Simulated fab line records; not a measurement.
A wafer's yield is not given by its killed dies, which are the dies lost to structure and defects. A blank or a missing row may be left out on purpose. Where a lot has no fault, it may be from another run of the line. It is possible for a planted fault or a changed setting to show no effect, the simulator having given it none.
One fault through the eyes of 2 desks -- flow n5Finfet -- each desk holds nothing but its own numbers, with what lay behind them at the end

AT THE TOOL OWNER'S DESK: rieSi-02
The tool's own readings at N5_FIN_CUT_CUT_ETCH_15 (etches Si in HBr/Cl2/O2, target depth 100 nm, bt time 10 s, time 42.4 s): means of the sampled wafers that have a number, for each lot that ran on this tool. Any lot whose mean is over 4 standard deviations away from the usual mean is out of limits and marked OUT; that distance is given in the brackets.
Columns: A = drypumpMotorCurrentA at N5_FIN_CUT_CUT_ETCH_15, usual 5.4 A; B = oesProductAu at N5_FIN_CUT_CUT_ETCH_15, usual 0.993 a.u.; C = throttleValvePct at N5_FIN_CUT_CUT_ETCH_15, usual 37.05 %
lot,first seen here,A,B,C
L302,day 3 03:08,5.5,1.001,37.05
L304,day 3 15:55,5.2,1.002,37.15
L306,day 4 03:02,5.2,1.005,37.11
L319,day 7 09:06,5.5,1.003,37.10
Finding of this desk: none of the 4 lots has anything out of limits.

METROLOGY DESK
What the gauges read, lot by lot, whatever tool the lot ran on: means of the sampled wafers that have a number. Any lot whose mean is over 4 standard deviations away from the usual mean is out of limits and marked OUT; that distance is given in the brackets. Of its 11 readings 7 are shown: those that lie furthest out on some lot.
Columns: A = FIN_CUT_OVL at N5_FIN_CUT_OVL_MEAS_09, usual -0.2 nm; B = DIBL_N at N5_BEOL_M4_RC_MEAS_101, usual 36.2 mV/V; C = ION_N at N5_BEOL_M4_RC_MEAS_101, usual 675 uA/um; D = ION_P at N5_BEOL_M4_RC_MEAS_101, usual 464 uA/um; E = SS_N at N5_BEOL_M4_RC_MEAS_101, usual 71.5 mV/dec; F = SS_P at N5_BEOL_M4_RC_MEAS_101, usual 73.4 mV/dec; G = VT_P at N5_BEOL_M4_RC_MEAS_101, usual -250 mV
lot,first seen here,A,B,C,D,E,F,G
L299,day 2 08:28,-0.3,37.5,681,471,71.8,73.7,-247
L302,day 3 02:24,0.3,35.6,656,451,71.4,72.9,-254
L304,day 3 15:11,-0.2,38.5,684,462,71.6,74.1,-251
L306,day 4 02:13,-0.7,37.8,666,447,71.5,73.3,-257
L314,day 6 04:35,0.2,35.7,677,460,71.0,72.9,-253
L315,day 6 08:14,-0.6,36.3,669,461,72.2,73.5,-252
L317,day 6 23:38,-0.4,35.7,668,460,72.2,73.8,-251
L318,day 7 03:40,-0.9,37.7,666,464,72.3,73.5,-247
L319,day 7 08:22,-0.7,36.0,673,461,71.4,73.1,-252
Finding of this desk: none of the 9 lots has anything out of limits.

PUT TOGETHER
Nothing out of limits was seen by the tool owner's desk.
From the metrology desk's view, nothing was out of limits.

WHAT THE SIMULATOR HAD INSERTED
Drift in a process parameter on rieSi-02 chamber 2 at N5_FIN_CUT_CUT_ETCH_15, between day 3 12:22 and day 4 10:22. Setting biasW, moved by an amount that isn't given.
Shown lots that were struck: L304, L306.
